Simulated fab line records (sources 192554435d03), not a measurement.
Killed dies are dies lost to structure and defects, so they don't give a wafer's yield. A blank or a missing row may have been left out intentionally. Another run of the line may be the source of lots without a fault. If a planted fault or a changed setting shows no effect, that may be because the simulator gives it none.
Which tool is to blame? / flow n5 finfet / 27 wafers from 9 lots sampled at 7 of the route's 1938 steps

## WHAT THE GAUGES READ, wafer by wafer
N5_SD_EPI_N_OVL_MEAS_10.
lot=L487; measured=day 3 02:18; on=overlay-02; SD_N_BLK_OVL (nm)=0.0 0.0 -0.4
lot=L488; measured=day 3 06:40; on=overlay-02; SD_N_BLK_OVL (nm)=0.1 0.6 0.4
lot=L490; measured=day 3 19:38; on=overlay-02; SD_N_BLK_OVL (nm)=0.8 -0.1 0.8
lot=L492; measured=day 4 07:55; on=overlay-01; SD_N_BLK_OVL (nm)=0.2 -0.4 -0.2
lot=L501; measured=day 6 15:52; on=overlay-02; SD_N_BLK_OVL (nm)=1.1 1.3 1.3
lot=L505; measured=day 7 14:10; on=overlay-02; SD_N_BLK_OVL (nm)=0.3 0.7 0.4
lot=L507; measured=day 8 00:19; on=overlay-02; SD_N_BLK_OVL (nm)=0.4 -0.2 -0.4
lot=L509; measured=day 8 13:16; on=overlay-01; SD_N_BLK_OVL (nm)=-0.8 0.2 0.2
lot=L510; measured=day 8 17:53; on=overlay-01; SD_N_BLK_OVL (nm)=1.9 1.1 0.7

N5_SD_EPI_N_EPI_MEAS_23.
lot=L487; measured=day 3 05:46; on=film metro-01; thk nm (nm)=61.4 56.1 59.4
lot=L488; measured=day 3 10:51; on=film metro-02; thk nm (nm)=59.8 58.1 59.5
lot=L490; measured=day 4 02:21; on=film metro-02; thk nm (nm)=55.8 58.0 55.8
lot=L492; measured=day 4 11:23; on=film metro-02; thk nm (nm)=59.3 57.8 58.2
lot=L501; measured=day 6 19:42; on=film metro-01; thk nm (nm)=62.4 62.8 61.9
lot=L505; measured=day 7 18:23; on=film metro-01; thk nm (nm)=64.0 62.0 62.7
lot=L507; measured=day 8 04:35; on=film metro-01; thk nm (nm)=60.9 57.8 58.7
lot=L509; measured=day 8 17:35; on=film metro-02; thk nm (nm)=57.6 58.4 57.0
lot=L510; measured=day 8 22:05; on=film metro-02; thk nm (nm)=57.9 59.8 58.4

N5_SD_ACTIVATION_RS_MEAS_03: measurement is done with a four-point probe.
lot=L487; measured=day 3 11:25; on=film metro-01; RS_SD_N (ohm/sq)=21.75 22.44 21.83; RS_SD_P (ohm/sq)=55.4 55.0 55.7
lot=L488; measured=day 3 16:51; on=film metro-01; RS_SD_N (ohm/sq)=21.68 22.02 21.89; RS_SD_P (ohm/sq)=58.4 57.9 57.7
lot=L490; measured=day 4 07:34; on=film metro-02; RS_SD_N (ohm/sq)=22.01 21.98 22.52; RS_SD_P (ohm/sq)=57.1 57.6 57.9
lot=L492; measured=day 4 18:44; on=film metro-02; RS_SD_N (ohm/sq)=21.83 22.01 21.78; RS_SD_P (ohm/sq)=55.7 56.8 56.5
lot=L501; measured=day 7 00:59; on=film metro-01; RS_SD_N (ohm/sq)=20.36 20.46 20.05; RS_SD_P (ohm/sq)=54.7 54.5 54.6
lot=L505; measured=day 8 04:15; on=film metro-01; RS_SD_N (ohm/sq)=20.37 20.12 20.07; RS_SD_P (ohm/sq)=56.7 55.3 56.8
lot=L507; measured=day 8 11:07; on=film metro-01; RS_SD_N (ohm/sq)=21.49 22.05 21.98; RS_SD_P (ohm/sq)=57.7 56.4 57.8
lot=L509; measured=day 8 23:40; on=film metro-02; RS_SD_N (ohm/sq)=22.10 22.08 22.05; RS_SD_P (ohm/sq)=54.6 54.1 54.4
lot=L510; measured=day 9 04:22; on=film metro-02; RS_SD_N (ohm/sq)=22.38 21.82 21.95; RS_SD_P (ohm/sq)=54.9 55.3 55.9

N5_BEOL_M4_RC_MEAS_101.
lot=L487; measured=day 8 01:43; on=prober-02; DIBL_N (mV/V)=37.7 35.6 35.6; DIBL_P (mV/V)=36.6 34.6 34.4; IOFF_N (nA/um)=0.17 0.12 0.14; IOFF_P (nA/um)=0.21 0.18 0.18; ION_N (uA/um)=670 662 650; ION_P (uA/um)=452 457 451; RS_SD_N (ohm/sq)=28.0 29.0 28.1; SS_N (mV/dec)=72.3 72.2 71.8; SS_P (mV/dec)=74.3 73.1 73.6; VT_N (mV)=251 253 250; VT_P (mV)=-252 -255 -256
lot=L488; measured=day 8 10:36; on=prober-01; DIBL_N (mV/V)=38.6 37.0 36.2; DIBL_P (mV/V)=39.1 37.7 36.8; IOFF_N (nA/um)=0.22 0.19 0.18; IOFF_P (nA/um)=0.26 0.24 0.22; ION_N (uA/um)=692 684 683; ION_P (uA/um)=468 467 464; RS_SD_N (ohm/sq)=28.3 28.6 28.6; SS_N (mV/dec)=71.6 71.2 71.8; SS_P (mV/dec)=73.7 73.8 73.9; VT_N (mV)=248 246 245; VT_P (mV)=-250 -248 -250
lot=L490; measured=day 9 01:07; on=prober-02; DIBL_N (mV/V)=36.7 34.7 35.8; DIBL_P (mV/V)=38.3 36.3 37.5; IOFF_N (nA/um)=0.18 0.15 0.16; IOFF_P (nA/um)=0.23 0.20 0.21; ION_N (uA/um)=680 669 669; ION_P (uA/um)=465 461 460; RS_SD_N (ohm/sq)=29.1 29.1 29.7; SS_N (mV/dec)=71.9 71.4 71.4; SS_P (mV/dec)=72.7 72.7 72.5; VT_N (mV)=249 251 248; VT_P (mV)=-249 -252 -252
lot=L492; measured=day 9 23:21; on=prober-02; DIBL_N (mV/V)=34.2 31.3 34.5; DIBL_P (mV/V)=32.2 29.9 33.6; IOFF_N (nA/um)=0.12 0.10 0.13; IOFF_P (nA/um)=0.14 0.12 0.16; ION_N (uA/um)=656 651 661; ION_P (uA/um)=450 447 454; RS_SD_N (ohm/sq)=28.6 28.7 28.8; SS_N (mV/dec)=71.6 70.8 70.8; SS_P (mV/dec)=72.6 72.2 72.6; VT_N (mV)=253 254 250; VT_P (mV)=-257 -256 -257
lot=L501; measured=day 12 04:51; on=prober-02; DIBL_N (mV/V)=34.5 37.3 34.7; DIBL_P (mV/V)=34.6 38.7 35.9; IOFF_N (nA/um)=0.13 0.17 0.13; IOFF_P (nA/um)=0.19 0.25 0.21; ION_N (uA/um)=672 677 667; ION_P (uA/um)=464 462 458; RS_SD_N (ohm/sq)=26.5 26.7 26.2; SS_N (mV/dec)=71.6 72.4 72.0; SS_P (mV/dec)=72.6 74.2 73.4; VT_N (mV)=252 248 252; VT_P (mV)=-252 -248 -250
lot=L505; measured=day 14 00:33; on=prober-01; DIBL_N (mV/V)=33.4 39.1 38.7; DIBL_P (mV/V)=32.6 40.0 39.9; IOFF_N (nA/um)=0.12 0.23 0.22; IOFF_P (nA/um)=0.18 0.32 0.30; ION_N (uA/um)=670 697 687; ION_P (uA/um)=465 480 468; RS_SD_N (ohm/sq)=26.4 25.9 25.9; SS_N (mV/dec)=70.8 72.0 72.4; SS_P (mV/dec)=72.4 74.7 74.8; VT_N (mV)=254 245 247; VT_P (mV)=-252 -243 -247
lot=L507; measured=day 13 21:14; on=prober-02; DIBL_N (mV/V)=38.0 38.9 38.2; DIBL_P (mV/V)=38.2 39.1 38.4; IOFF_N (nA/um)=0.18 0.20 0.18; IOFF_P (nA/um)=0.23 0.27 0.23; ION_N (uA/um)=675 683 682; ION_P (uA/um)=462 470 469; RS_SD_N (ohm/sq)=27.8 28.4 28.4; SS_N (mV/dec)=71.4 72.0 72.5; SS_P (mV/dec)=74.1 74.2 74.7; VT_N (mV)=250 248 248; VT_P (mV)=-248 -247 -247
lot=L509; measured=day 13 23:46; on=prober-01; DIBL_N (mV/V)=39.8 35.9 35.3; DIBL_P (mV/V)=39.3 36.6 35.1; IOFF_N (nA/um)=0.24 0.17 0.15; IOFF_P (nA/um)=0.29 0.23 0.21; ION_N (uA/um)=696 690 669; ION_P (uA/um)=470 464 467; RS_SD_N (ohm/sq)=28.7 28.9 28.4; SS_N (mV/dec)=72.4 71.0 71.4; SS_P (mV/dec)=74.2 72.5 72.7; VT_N (mV)=243 247 251; VT_P (mV)=-246 -247 -252
lot=L510; measured=day 14 05:08; on=prober-01; DIBL_N (mV/V)=34.0 35.2 35.9; DIBL_P (mV/V)=33.6 34.5 34.8; IOFF_N (nA/um)=0.12 0.14 0.15; IOFF_P (nA/um)=0.18 0.19 0.19; ION_N (uA/um)=669 666 673; ION_P (uA/um)=459 456 456; RS_SD_N (ohm/sq)=29.0 28.1 28.1; SS_N (mV/dec)=71.1 71.7 71.7; SS_P (mV/dec)=73.0 73.5 72.7; VT_N (mV)=253 252 250; VT_P (mV)=-252 -254 -253

## WHAT TOOL EACH LOT RAN ON (gives the tool, then ch and the chambers of the sampled wafers, and finally the start)
lot=L487; N5_SPACER0_ALD_08=ald sin-04 ch 1,3, day 3 01:43; N5_SD_EPI_N_VAPOR_ETCH_50=epi rpcvd-02 ch 0, day 3 03:56; N5_SD_EPI_N_EPI_21=epi rpcvd-02 ch 0, day 3 04:37
lot=L488; N5_SPACER0_ALD_08=ald sin-04 ch 0,1,2, day 3 06:12; N5_SD_EPI_N_VAPOR_ETCH_50=epi rpcvd-03 ch 0, day 3 08:20; N5_SD_EPI_N_EPI_21=epi rpcvd-03 ch 0, day 3 08:34
lot=L490; N5_SPACER0_ALD_08=ald sin-04 ch 0,1,2, day 3 19:03; N5_SD_EPI_N_VAPOR_ETCH_50=epi rpcvd-04 ch 0, day 3 23:50; N5_SD_EPI_N_EPI_21=epi rpcvd-04 ch 0, day 4 00:04
lot=L492; N5_SPACER0_ALD_08=ald sin-04 ch 0,1,3, day 4 07:19; N5_SD_EPI_N_VAPOR_ETCH_50=epi rpcvd-02 ch 0, day 4 09:31; N5_SD_EPI_N_EPI_21=epi rpcvd-02 ch 0, day 4 09:57
lot=L501; N5_SPACER0_ALD_08=ald sin-03 ch 1,2,3, day 6 15:24; N5_SD_EPI_N_VAPOR_ETCH_50=epi rpcvd-04 ch 0, day 6 17:49; N5_SD_EPI_N_EPI_21=epi rpcvd-04 ch 0, day 6 17:59
lot=L505; N5_SPACER0_ALD_08=ald sin-01 ch 0,2,3, day 7 13:42; N5_SD_EPI_N_VAPOR_ETCH_50=epi rpcvd-04 ch 0, day 7 16:29; N5_SD_EPI_N_EPI_21=epi rpcvd-04 ch 0, day 7 16:40
lot=L507; N5_SPACER0_ALD_08=ald sin-01 ch 1,2,3, day 7 23:44; N5_SD_EPI_N_VAPOR_ETCH_50=epi rpcvd-03 ch 0, day 8 02:09; N5_SD_EPI_N_EPI_21=epi rpcvd-03 ch 0, day 8 03:04
lot=L509; N5_SPACER0_ALD_08=ald sin-01 ch 0,2, day 8 12:41; N5_SD_EPI_N_VAPOR_ETCH_50=epi rpcvd-02 ch 0, day 8 15:07; N5_SD_EPI_N_EPI_21=epi rpcvd-02 ch 0, day 8 15:41
lot=L510; N5_SPACER0_ALD_08=ald sin-03 ch 0,2,3, day 8 17:26; N5_SD_EPI_N_VAPOR_ETCH_50=epi rpcvd-03 ch 0, day 8 19:36; N5_SD_EPI_N_EPI_21=epi rpcvd-03 ch 0, day 8 20:11
- N5_SPACER0_ALD_08: deposits SiNx, target thk 2 nm.
- N5_SD_EPI_N_VAPOR_ETCH_50: etches Si in HCl, time 54 s.
- N5_SD_EPI_N_EPI_21: deposits Si:P, time 690 s.

## AS READ BY THE TOOLS THEMSELVES (means over the sampled wafers that have a number; for cases with no such wafer, the mark the record gives instead)
N5_SPACER0_ALD_08.
lot=L487; tool=ald sin-04; heater power w (W)=888; susceptor temp C (C)=400.07
lot=L488; tool=ald sin-04; heater power w (W)=839; susceptor temp C (C)=400.08
lot=L490; tool=ald sin-04; heater power w (W)=834; susceptor temp C (C)=400.08
lot=L492; tool=ald sin-04; heater power w (W)=855; susceptor temp C (C)=400.05
lot=L501; tool=ald sin-03; heater power w (W)=903; susceptor temp C (C)=399.88
lot=L505; tool=ald sin-01; heater power w (W)=915; susceptor temp C (C)=399.68
lot=L507; tool=ald sin-01; heater power w (W)=974; susceptor temp C (C)=399.93
lot=L509; tool=ald sin-01; heater power w (W)=815; susceptor temp C (C)=399.88
lot=L510; tool=ald sin-03; heater power w (W)=876; susceptor temp C (C)=399.85

N5_SD_EPI_N_VAPOR_ETCH_50.
lot=L487; tool=epi rpcvd-02; susceptor temp C (C)=775.0; throttle valve pct (%)=12.7
lot=L488; tool=epi rpcvd-03; susceptor temp C (C)=774.9; throttle valve pct (%)=12.0
lot=L490; tool=epi rpcvd-04; susceptor temp C (C)=775.6; throttle valve pct (%)=11.9
lot=L492; tool=epi rpcvd-02; susceptor temp C (C)=775.2; throttle valve pct (%)=12.6
lot=L501; tool=epi rpcvd-04; susceptor temp C (C)=774.7; throttle valve pct (%)=11.8
lot=L505; tool=epi rpcvd-04; susceptor temp C (C)=775.5; throttle valve pct (%)=11.9
lot=L507; tool=epi rpcvd-03; susceptor temp C (C)=775.3; throttle valve pct (%)=11.8
lot=L509; tool=epi rpcvd-02; susceptor temp C (C)=775.0; throttle valve pct (%)=12.7
lot=L510; tool=epi rpcvd-03; susceptor temp C (C)=775.2; throttle valve pct (%)=11.9

N5_SD_EPI_N_EPI_21.
lot=L487; tool=epi rpcvd-02; susceptor temp C (C)=679.70
lot=L488; tool=epi rpcvd-03; susceptor temp C (C)=680.20
lot=L490; tool=epi rpcvd-04; susceptor temp C (C)=679.75
lot=L492; tool=epi rpcvd-02; susceptor temp C (C)=680.00
lot=L501; tool=epi rpcvd-04; susceptor temp C (C)=679.98
lot=L505; tool=epi rpcvd-04; susceptor temp C (C)=679.85
lot=L507; tool=epi rpcvd-03; susceptor temp C (C)=679.79
lot=L509; tool=epi rpcvd-02; susceptor temp C (C)=680.30
lot=L510; tool=epi rpcvd-03; susceptor temp C (C)=680.25

## THE ANSWER, worked out from the rows above alone
Rule: the lots themselves supply what counts as usual. Put in order of their means at a reading, lots are off if they are a third of the lots or fewer, leave a main group of 4 or more, and stand apart from it by a gap of 3 or more times the standard deviation of the main group's means; of several such gaps the widest counts. Not used: any main group whose means are identical at the precision the tables above print for the reading. A lot without any number at a reading at which 4 lots or more have one is off too. The other lots that the step has rows for count as sound. First the gauges in route order, then the tools' own readings, where a lot's mean is used as printed above. At the first step where some lot is off, the reading lying furthest off is the one used; lots without a number count as furthest.
Off: L501, L505, at N5_SD_EPI_N_EPI_MEAS_23 (thk nm). For the main group the mean is 58.4 nm and the standard deviation 0.89.
If a tool, at a process step before that reading, ran all the lots that are off and no sound lot after the first of them, it fits. The gauges at N5_SD_EPI_N_EPI_MEAS_23 aren't tried: what is off there is off at N5_BEOL_M4_RC_MEAS_101 too, on other tools, and a gauge's error can't cause that. One fits: epi rpcvd-04 at N5_SD_EPI_N_VAPOR_ETCH_50 and N5_SD_EPI_N_EPI_21. At N5_SD_EPI_N_VAPOR_ETCH_50 its last sound lot is L490 (day 3 23:50), its first lot that is off L501 (day 6 17:49): a fault that began between those two fits.

## WHAT THE SIMULATOR HAD INSERTED
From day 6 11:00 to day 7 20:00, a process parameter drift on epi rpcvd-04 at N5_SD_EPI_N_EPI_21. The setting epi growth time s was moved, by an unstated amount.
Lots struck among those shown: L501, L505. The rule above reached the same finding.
